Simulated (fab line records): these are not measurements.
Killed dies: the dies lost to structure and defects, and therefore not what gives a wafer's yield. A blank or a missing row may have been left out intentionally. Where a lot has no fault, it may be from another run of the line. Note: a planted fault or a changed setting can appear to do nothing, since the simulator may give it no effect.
Lot-split experiment -- flow n5 finfet -- 7 lots, 21 wafers read, on a route of 1938 steps

== SPLIT DETAILS ==
At N5_BEOL_M5_EXPOSE_08 (exposes mask M5, target cd 28 nm), the setting dose mj was moved away from the recipe's 35.75 on 9 of the 21 wafers read, by -5.9% to +6.9%. This setting was run at the recipe's value on the other wafers.

== FROM THE SPLIT TO THE READING: what the file shows between them, 2 steps ==
- N5_BEOL_M5_PEB_09: peb time 60 s
- N5_BEOL_M5_DEVELOP_10: develop time 30 s

== THE READING ==
Shown in nm: cd nm at N5_BEOL_M5_CD_MEAS_11, with target cd 27.74 nm. Fault-free wafers of this fab line usually give 27.99 nm, standard deviation 0.24 nm.

wafer,"tool, chamber at the split",dose mj as run,against the recipe,"cd nm, nm",against lot-mates on the recipe
L075.1,"euv scanner-02, 0",35.75,recipe,27.97,-
L075.2,"euv scanner-02, 0",35.75,recipe,27.96,-
L075.5,"euv scanner-02, 0",35.75,recipe,27.93,-
L081.1,"euv scanner-01, 0",37.12,+3.8%,28.95,+0.95
L081.2,"euv scanner-01, 0",35.75,recipe,28.00,-
L081.5,"euv scanner-01, 0",37.12,+3.8%,29.03,+1.03
L084.1,"euv scanner-02, 0",35.75,recipe,28.04,-
L084.3,"euv scanner-02, 0",35.75,recipe,27.98,-
L084.6,"euv scanner-02, 0",35.75,recipe,28.44,-
L089.3,"euv scanner-02, 0",35.75,recipe,27.97,-
L089.5,"euv scanner-02, 0",34.22,-4.3%,26.90,-1.07
L089.6,"euv scanner-02, 0",34.22,-4.3%,26.75,-1.22
L092.3,"euv scanner-01, 0",33.65,-5.9%,26.79,-1.16
L092.4,"euv scanner-01, 0",35.75,recipe,27.69,-
L092.5,"euv scanner-01, 0",35.75,recipe,28.21,-
L094.1,"euv scanner-02, 0",35.75,recipe,28.31,-
L094.3,"euv scanner-02, 0",34.06,-4.7%,26.63,-1.68
L094.6,"euv scanner-02, 0",34.06,-4.7%,26.66,-1.65
L096.1,"euv scanner-02, 0",35.75,recipe,27.85,-
L096.3,"euv scanner-02, 0",38.22,+6.9%,29.28,+1.43
L096.6,"euv scanner-02, 0",38.22,+6.9%,29.67,+1.82

THE FIT
A straight line over all 21 wafers: cd nm changes by +0.241 nm for each +1% of dose mj; r = +0.97; the points scatter about the line by 0.21 nm.
The same after taking each lot's own level away (the mean of its wafers on the recipe; 21 wafers): +0.259 nm for each +1%; r = +0.97; scatter 0.22 nm.
Per that fit: largest dose mj move, reading shift of 1.8 nm.
The span of the lots' own levels, 27.850 to 28.310 nm, comes to 1.9 times the standard deviation stated above.
The two slopes agree, so the slope changes little with the lot-to-lot level.
Check: +1.85 nm against its lot-mates is what the line predicts for one of the wafers moved furthest among these (+6.9%) when that wafer is left out of the fit. It came out at +1.43 nm against them.

== THE WHOLE CHAIN: every reading that the file lists as answering this split, in the file's order ==
step,what it does,reading,change (the file's fit),r (the file's)
N5_BEOL_M5_CD_MEAS_11,target cd 27.74 nm,cd nm,+0.251 nm for each +1% of the setting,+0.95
N5_BEOL_M5_DESCUM_16,"chemistry O2, time 7 s","BEOL_M5.cd nm (the simulator's own value, which no gauge read)",+0.234 nm for each +1% of the setting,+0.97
N5_BEOL_M5_ETCH_72,"etches underlayer in N2/H2, target depth 6.5 nm, time 5.2 s","BEOL_M5.cd nm (the simulator's own value, which no gauge read)",+0.224 nm for each +1% of the setting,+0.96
N5_BEOL_M5_ETCH_61,"etches SiARC in CF4, target depth 15.6 nm, time 26 s","BEOL_M5.cd nm (the simulator's own value, which no gauge read)",+0.199 nm for each +1% of the setting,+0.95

== FILE'S OWN FIT ==
cd nm changes by +0.251 nm for each +1% of dose mj, r = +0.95.
